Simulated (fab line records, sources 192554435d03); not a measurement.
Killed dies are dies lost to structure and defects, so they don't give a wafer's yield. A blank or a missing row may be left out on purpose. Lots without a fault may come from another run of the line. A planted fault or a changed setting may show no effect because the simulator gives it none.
Split-lot experiment | flow n5_finfet | 7 lots, 21 wafers read, on a route of 1938 steps

THE SPLIT
At N5_BEOL_M5_HM_DEP_02 (deposits TiN, target thk 20 nm), the setting target_thk_a was moved away from the recipe's 200 angstrom on 3 of the 21 wafers read, by +5.6% to +11.5%. The other wafers ran this setting at the recipe's value.

FROM THE SPLIT TO THE READING: what the file shows between them, 8 steps
- N5_BEOL_M5_COAT_59: time 60 s, resist thk 60 nm
- N5_BEOL_M5_COAT_60: time 60 s, resist thk 12 nm
- N5_BEOL_M5_STRIP_73: strips in N2/H2
- N5_BEOL_M5_STRIP_64: strips in CF4
- N5_BEOL_M5_HM_OPEN_17: chemistry Cl2/BCl3, target TiN, target depth 20 nm, overetch 6 nm
- N5_BEOL_M5_STRIP_19: strips in O2
- N5_BEOL_M5_STRIP_85: strips in C4F6/O2
- N5_BEOL_M5_STRIP_36: strips in N2/H2

THE READING
TiN_of_BEOL_M5_HM_DEP_02.thk_nm (the simulator's own value, which no gauge read), in nm, at N5_BEOL_M5_TRENCH_ETCH_37 (etches SiCOH lowk in C4F6/O2, target depth 71.652 nm, time 24.7 s). The file gives no usual value for it. The 18 wafers here that ran the recipe average 18.0 nm, standard deviation 0.24 nm.

wafer  | tool, chamber at the split | target_thk_a as run, angstrom | against the recipe | TiN_of_BEOL_M5_HM_DEP_02.thk_nm, nm | against lot-mates on the recipe
L074.3 | pvd_sputter-02, -          | 200                           | recipe             | 18                                  | -
L074.4 | pvd_sputter-02, -          | 200                           | recipe             | 18                                  | -
L074.6 | pvd_sputter-02, -          | 200                           | recipe             | 18                                  | -
L075.3 | pvd_sputter-01, -          | 200                           | recipe             | 17.8                                | -
L075.4 | pvd_sputter-01, -          | 200                           | recipe             | 18                                  | -
L075.6 | pvd_sputter-01, -          | 200                           | recipe             | 18.2                                | -
L082.2 | pvd_sputter-03, -          | 200                           | recipe             | 18.2                                | -
L082.3 | pvd_sputter-03, -          | 200                           | recipe             | 18.2                                | -
L082.5 | pvd_sputter-03, -          | 211.3                         | +5.6%              | 19                                  | +0.8
L083.1 | pvd_sputter-01, -          | 200                           | recipe             | 18.2                                | -
L083.6 | pvd_sputter-01, -          | 200                           | recipe             | 18.2                                | -
L083.5 | pvd_sputter-01, -          | 200                           | recipe             | 18.4                                | -
L087.3 | pvd_sputter-01, -          | 200                           | recipe             | 17.6                                | -
L087.4 | pvd_sputter-01, -          | 200                           | recipe             | 18.2                                | -
L087.6 | pvd_sputter-01, -          | 200                           | recipe             | 17.8                                | -
L092.4 | pvd_sputter-03, -          | 200                           | recipe             | 18                                  | -
L092.6 | pvd_sputter-03, -          | 200                           | recipe             | 18                                  | -
L092.5 | pvd_sputter-03, -          | 223                           | +11.5%             | 20.2                                | +2.2
L091.2 | pvd_sputter-02, -          | 211.3                         | +5.6%              | 18.8                                | +1.2
L091.4 | pvd_sputter-02, -          | 200                           | recipe             | 17.8                                | -
L091.6 | pvd_sputter-02, -          | 200                           | recipe             | 17.4                                | -

THE FIT
A straight line over all 21 wafers: TiN_of_BEOL_M5_HM_DEP_02.thk_nm changes by +0.182 nm for each +1% of target_thk_a; r = +0.91; the points scatter about the line by 0.24 nm.
The same after taking each lot's own level away (the mean of its wafers on the recipe; 21 wafers): +0.187 nm for each +1%; r = +0.96; scatter 0.16 nm.
On that fit, the largest move of target_thk_a shifts the reading by 2.2 nm.
The lots' own levels span 17.60 to 18.27 nm, that is 2.8 times the standard deviation above.
So the lot-to-lot level changes the slope little: the two slopes agree.
Check: with one of the wafers moved furthest among these (+11.5%) left out of the fit, the line predicts +2.04 nm for it against its lot-mates. It came out at +2.2 nm against them.

OTHER SPLITS ON THESE WAFERS
These wafers also went through other splits before the reading. Each is held against what the fit with the lots' levels taken away leaves over:
other split on the same wafers | wafers away from the commonest value | r with TiN_of_BEOL_M5_HM_DEP_02.thk_nm (lot level and that fit taken away)
N5_BEOL_M4_EXPOSE_08 dose_mj   | 3                                    | -0.44
N5_BEOL_M4_ETCH_64 bias_w      | 10                                   | -0.02
N5_BEOL_M5_PECVD_70 temp_c     | 5                                    | +0.13

THE WHOLE CHAIN: every reading that the file lists as answering this split, in the file's order
step                      | what it does                                                      | reading                                                                          | change (the file's fit)               | r (the file's)
N5_BEOL_M5_HM_DEP_02      | deposits TiN, target thk 20 nm                                    | TiN_of_BEOL_M5_HM_DEP_02.thk_nm (the simulator's own value, which no gauge read) | +0.195 nm for each +1% of the setting | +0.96
N5_BEOL_M5_HM_OPEN_17     | chemistry Cl2/BCl3, target TiN, target depth 20 nm, overetch 6 nm | etch.depth_nm (the simulator's own value, which no gauge read)                   | +0.189 nm for each +1% of the setting | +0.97
N5_BEOL_M5_TRENCH_ETCH_37 | etches SiCOH lowk in C4F6/O2, target depth 71.652 nm, time 24.7 s | TiN_of_BEOL_M5_HM_DEP_02.thk_nm (the simulator's own value, which no gauge read) | +0.187 nm for each +1% of the setting | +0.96

THE FILE'S OWN FIT
TiN_of_BEOL_M5_HM_DEP_02.thk_nm changes by +0.187 nm for each +1% of target_thk_a, r = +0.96.
